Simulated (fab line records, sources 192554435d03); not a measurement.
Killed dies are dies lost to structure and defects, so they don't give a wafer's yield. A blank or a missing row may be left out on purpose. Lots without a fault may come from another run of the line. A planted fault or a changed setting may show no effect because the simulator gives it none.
Which tool did it? | flow n5_finfet | 12 lots, 33 wafers sampled, at 5 steps of a route of 1938

WHAT THE GAUGES READ, wafer by wafer
The record holds no reading of a measuring or inspecting step that can be judged against a usual standard deviation.

WHICH TOOL RAN EACH LOT (tool, then ch and the chambers of the sampled wafers, then the start)
lot  | N5_BEOL_M10_HM_DEP_02        | N5_BEOL_M10_HM_OPEN_17            | N5_BEOL_M10_STRIP_19               | N5_BEOL_M10_COAT_64               | N5_PASSIVATION_PROBE_49
L115 | pvd_sputter-01, day 10 12:20 | rie_metal-03 ch 0,1, day 10 13:11 | rie_diel-06 ch 0,1,3, day 10 13:17 | litho_track-01 ch 0, day 10 15:32 | prober-02, day 13 03:13
L117 | pvd_sputter-01, day 10 20:15 | rie_metal-01 ch 0,1, day 10 21:28 | rie_diel-05 ch 1,2,3, day 10 21:37 | litho_track-01 ch 0, day 10 22:06 | prober-02, day 13 12:55
L119 | pvd_sputter-02, day 11 15:19 | rie_metal-02 ch 0,1, day 11 16:34 | rie_diel-04 ch 0,1,2, day 11 16:40 | litho_track-04 ch 0, day 11 18:12 | prober-01, day 14 02:02
L120 | pvd_sputter-01, day 11 18:26 | rie_metal-01 ch 0,1, day 11 20:07 | rie_diel-04 ch 0,1, day 11 20:19   | litho_track-04 ch 0, day 11 21:40 | -
L118 | pvd_sputter-01, day 12 17:56 | rie_metal-03 ch 0,1, day 12 18:49 | rie_diel-05 ch 0,1, day 12 19:04   | litho_track-04 ch 0, day 12 19:11 | prober-02, day 15 05:35
L123 | pvd_sputter-03, day 12 22:28 | rie_metal-03 ch 0,1, day 12 23:42 | rie_diel-04 ch 0,3, day 12 23:47   | litho_track-04 ch 0, day 13 00:23 | prober-02, day 15 07:27
L124 | pvd_sputter-01, day 13 01:55 | rie_metal-03 ch 0,1, day 13 02:52 | rie_diel-06 ch 0,3, day 13 03:07   | litho_track-04 ch 0, day 13 06:04 | prober-02, day 15 10:58
L125 | pvd_sputter-03, day 13 16:59 | rie_metal-01 ch 0,1, day 13 18:10 | rie_diel-06 ch 1,2, day 13 18:17   | litho_track-01 ch 0, day 13 18:31 | -
L126 | pvd_sputter-02, day 13 19:46 | rie_metal-02 ch 0,1, day 13 20:37 | rie_diel-05 ch 0,1,2, day 13 20:44 | litho_track-04 ch 0, day 13 23:51 | -
L133 | pvd_sputter-02, day 16 01:52 | rie_metal-03 ch 0,1, day 16 02:35 | rie_diel-05 ch 0,3, day 16 02:49   | litho_track-01 ch 0, day 16 03:48 | -
L134 | pvd_sputter-03, day 16 02:36 | rie_metal-01 ch 0,1, day 16 03:37 | rie_diel-04 ch 0,3, day 16 03:44   | litho_track-01 ch 0, day 16 03:52 | -
L136 | pvd_sputter-02, day 16 10:31 | rie_metal-02 ch 0,1, day 16 11:24 | rie_diel-04 ch 1,2, day 16 11:34   | litho_track-03 ch 0, day 16 14:10 | -
- N5_BEOL_M10_HM_DEP_02: deposits TiN, target thk 20 nm.
- N5_BEOL_M10_HM_OPEN_17: chemistry Cl2/BCl3, target TiN, target depth 20 nm, overetch 6 nm.
- N5_BEOL_M10_STRIP_19: strips in O2.
- N5_BEOL_M10_COAT_64: time 60 s, resist thk 30 nm.
- N5_PASSIVATION_PROBE_49

WHAT THE TOOLS THEMSELVES READ (means of the sampled wafers that have a number; where no wafer has one, the mark that the record gives instead)
N5_BEOL_M10_HM_DEP_02. Usual: throttle_valve_pct 30.2 %, standard deviation 0.98.
lot  | tool           | throttle_valve_pct (%) | flag
L115 | pvd_sputter-01 | 30.3                   |
L117 | pvd_sputter-01 | 29.6                   |
L119 | pvd_sputter-02 | 30.5                   |
L120 | pvd_sputter-01 | 30.1                   |
L118 | pvd_sputter-01 | 30.3                   |
L123 | pvd_sputter-03 | 29.5                   |
L124 | pvd_sputter-01 | 29.5                   |
L125 | pvd_sputter-03 | 30.7                   |
L126 | pvd_sputter-02 | 30.3                   |
L133 | pvd_sputter-02 | 29.9                   |
L134 | pvd_sputter-03 | 30.5                   |
L136 | pvd_sputter-02 | 29.7                   |

N5_BEOL_M10_HM_OPEN_17. Usual: chamber_pressure_mTorr 10.002 mTorr, standard deviation 0.0091; drypump_motor_current_A 5.63 A, standard deviation 0.26; oes_product_au 0.73 a.u., standard deviation 0.071; throttle_valve_pct 22.34 %, standard deviation 0.22.
lot  | tool         | chamber_pressure_mTorr (mTorr) | drypump_motor_current_A (A) | oes_product_au (a.u.) | throttle_valve_pct (%) | flag
L115 | rie_metal-03 | 10.002                         | 5.84                        | 0.56                  | 22.50                  |
L117 | rie_metal-01 | 10.001                         | 5.69                        | 0.77                  | 22.67                  |
L119 | rie_metal-02 | 9.999                          | 5.62                        | 0.77                  | 22.21                  |
L120 | rie_metal-01 | 9.995                          | 5.53                        | 0.74                  | 22.56                  |
L118 | rie_metal-03 | 10.010                         | 5.82                        | 0.76                  | 22.30                  |
L123 | rie_metal-03 | 10.004                         | 5.75                        | 0.71                  | 22.31                  |
L124 | rie_metal-03 | 10.007                         | 5.65                        | 0.69                  | 22.31                  |
L125 | rie_metal-01 | 10.004                         | 5.54                        | 0.72                  | 22.59                  |
L126 | rie_metal-02 | 10.003                         | 5.44                        | 0.76                  | 22.12                  |
L133 | rie_metal-03 | 10.000                         | 5.71                        | 0.70                  | 22.31                  |
L134 | rie_metal-01 | 9.994                          | 5.62                        | 0.71                  | 22.66                  |
L136 | rie_metal-02 | 9.998                          | 5.65                        | 0.72                  | 22.23                  |

N5_BEOL_M10_STRIP_19. Usual: chamber_pressure_mTorr 30.00 mTorr, standard deviation 0.035; drypump_motor_current_A 5.7 A, standard deviation 0.39; oes_product_au 0.84 a.u., standard deviation 0.081; rf_vpp_V 3.6 V, standard deviation 0.62; showerhead_plenum_p_Torr 2.13 Torr, standard deviation 0.058; temp_c 40.01 C, standard deviation 0.12; throttle_valve_pct 16.56 %, standard deviation 0.18.
lot  | tool        | chamber_pressure_mTorr (mTorr) | drypump_motor_current_A (A) | oes_product_au (a.u.) | rf_vpp_V (V) | showerhead_plenum_p_Torr (Torr) | temp_c (C) | throttle_valve_pct (%) | flag
L115 | rie_diel-06 | 30.01                          | 5.8                         | 0.82                  | 3.1          | 2.08                            | 40.09      | 16.44                  |
L117 | rie_diel-05 | 30.00                          | 6.0                         | 0.76                  | 3.8          | 2.13                            | 40.06      | 16.65                  |
L119 | rie_diel-04 | 30.03                          | 5.5                         | 0.90                  | 3.7          | 2.17                            | 40.10      | 16.61                  |
L120 | rie_diel-04 | 29.96                          | 5.4                         | 0.95                  | 3.2          | 2.15                            | 39.85      | 16.49                  |
L118 | rie_diel-05 | 30.01                          | 5.8                         | 0.85                  | 4.1          | 2.11                            | 39.87      | 16.48                  |
L123 | rie_diel-04 | 29.98                          | 5.3                         | 0.91                  | 3.2          | 2.10                            | 40.00      | 16.61                  |
L124 | rie_diel-06 | 30.00                          | 5.6                         | 0.78                  | 4.1          | 2.07                            | 40.03      | 16.48                  |
L125 | rie_diel-06 | 30.02                          | 6.4                         | 0.86                  | 3.5          | 2.14                            | 40.02      | 16.49                  |
L126 | rie_diel-05 | 29.97                          | 5.7                         | 0.80                  | 3.8          | 2.12                            | 39.96      | 16.63                  |
L133 | rie_diel-05 | 30.05                          | 5.8                         | 0.90                  | 2.6          | 2.04                            | 39.98      | 16.52                  |
L134 | rie_diel-04 | 30.01                          | 5.3                         | 0.86                  | 3.8          | 2.09                            | 39.92      | 16.66                  |
L136 | rie_diel-04 | 29.98                          | 5.7                         | 0.79                  | 3.8          | 2.17                            | 39.99      | 16.79                  |

N5_BEOL_M10_COAT_64. Usual: spin_speed_rpm 1500.0 rpm, standard deviation 0.98.
lot  | tool           | spin_speed_rpm (rpm) | flag
L115 | litho_track-01 | 1499.4               |
L117 | litho_track-01 | 1498.6               |
L119 | litho_track-04 | 1500.3               |
L120 | litho_track-04 | 1500.3               |
L118 | litho_track-04 | 1500.5               |
L123 | litho_track-04 | 1499.2               |
L124 | litho_track-04 | 1535.2               | OFF
L125 | litho_track-01 | 1500.0               |
L126 | litho_track-04 | 1533.5               | OFF
L133 | litho_track-01 | 1500.8               |
L134 | litho_track-01 | 1499.1               |
L136 | litho_track-03 | 1500.4               |

N5_PASSIVATION_PROBE_49. Usual: defect_limited_yield 91.1 %, standard deviation 1.3; killed_at_M0_to_M3 32, standard deviation 9.7; killed_at_M4_up 16, standard deviation 6; killed_at_contacts 12, standard deviation 5.9; killed_at_front_end 41, standard deviation 11; killed_at_other 4, standard deviation 3.1; killed_dies 104, standard deviation 16; killed_on_rim 14, standard deviation 4; killed_open 68, standard deviation 12; killed_short 34, standard deviation 7.4; sort_bin_5_function 5.1 %, standard deviation 0.85; sort_bin_6_memory 3.3 %, standard deviation 0.66; sort_bin_8_speed 0.1 %, standard deviation 0.53; sort_n_pass 1075, standard deviation 16; sort_yield_pct 91.1 %, standard deviation 1.4.
lot  | tool      | defect_limited_yield (%) | killed_at_M0_to_M3 | killed_at_M4_up | killed_at_contacts | killed_at_front_end | killed_at_other | killed_dies | killed_on_rim | killed_open | killed_short | sort_bin_5_function (%) | sort_bin_6_memory (%) | sort_bin_8_speed (%) | sort_n_pass | sort_yield_pct (%) | flag
L115 | prober-02 | 91.9                     | 26                 | 15              | 11                 | 40                  | 4               | 96          | 13            | 64          | 29           | 4.7                     | 3.2                   | 0.0                  | 1084        | 91.9               |
L117 | prober-02 | 91.0                     | 26                 | 23              | 18                 | 38                  | 2               | 107         | 14            | 77          | 29           | 5.1                     | 3.6                   | 0.1                  | 1072        | 90.8               |
L119 | prober-01 | 90.3                     | 43                 | 25              | 8                  | 36                  | 3               | 114         | 16            | 68          | 43           | 5.8                     | 3.4                   | 0.0                  | 1066        | 90.3               |
L118 | prober-02 | 90.7                     | 38                 | 16              | 6                  | 44                  | 5               | 109         | 14            | 66          | 40           | 5.3                     | 3.5                   | 0.0                  | 1071        | 90.7               |
L123 | prober-02 | 91.8                     | 39                 | 13              | 14                 | 27                  | 3               | 96          | 12            | 66          | 30           | 4.9                     | 3.1                   | 0.0                  | 1084        | 91.8               |
L124 | prober-02 | 92.6                     | 30                 | 13              | 12                 | 30                  | 3               | 87          | 12            | 58          | 25           | 4.1                     | 2.7                   | 0.0                  | 1093        | 92.6               |

THE ANSWER, worked out from the rows above alone
Rule: a lot is off if the mean of its wafers that have a number lies more than 3 standard deviations from the usual mean. A lot without any number at a reading at which 4 lots or more have one is off too. The other lots that the step has rows for count as sound. The gauges are gone through in route order, then the tools' own readings, and for those a lot's mean is taken as printed above. The first step at which some lot is off is used, and at that step the reading that is off furthest; a lot without a number counts as furthest.
Off: L124, L126, at N5_BEOL_M10_COAT_64 (spin_speed_rpm).
A tool fits if, at that step or a process step before it, it ran every lot that is off, and no sound lot after the first of them. One fits: litho_track-04 at N5_BEOL_M10_COAT_64. Its last sound lot is L123 (day 13 00:23), its first lot that is off L124 (day 13 06:04): a fault that began between those two fits.
The tool's own readings at N5_BEOL_M10_COAT_64 bear it out: on the lots that are off they differ by more than 5 times the standard deviation of the sound lots' means. spin_speed_rpm reads 1534.3 rpm there against 1499.9 rpm on the sound lots.

WHAT THE SIMULATOR HAD PUT IN
Process parameter drift: litho_track-04, from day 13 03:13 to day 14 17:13, at N5_BEOL_M10_COAT_64. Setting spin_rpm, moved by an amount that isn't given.
Lots struck among those shown: L124, L126. The rule above found the same.
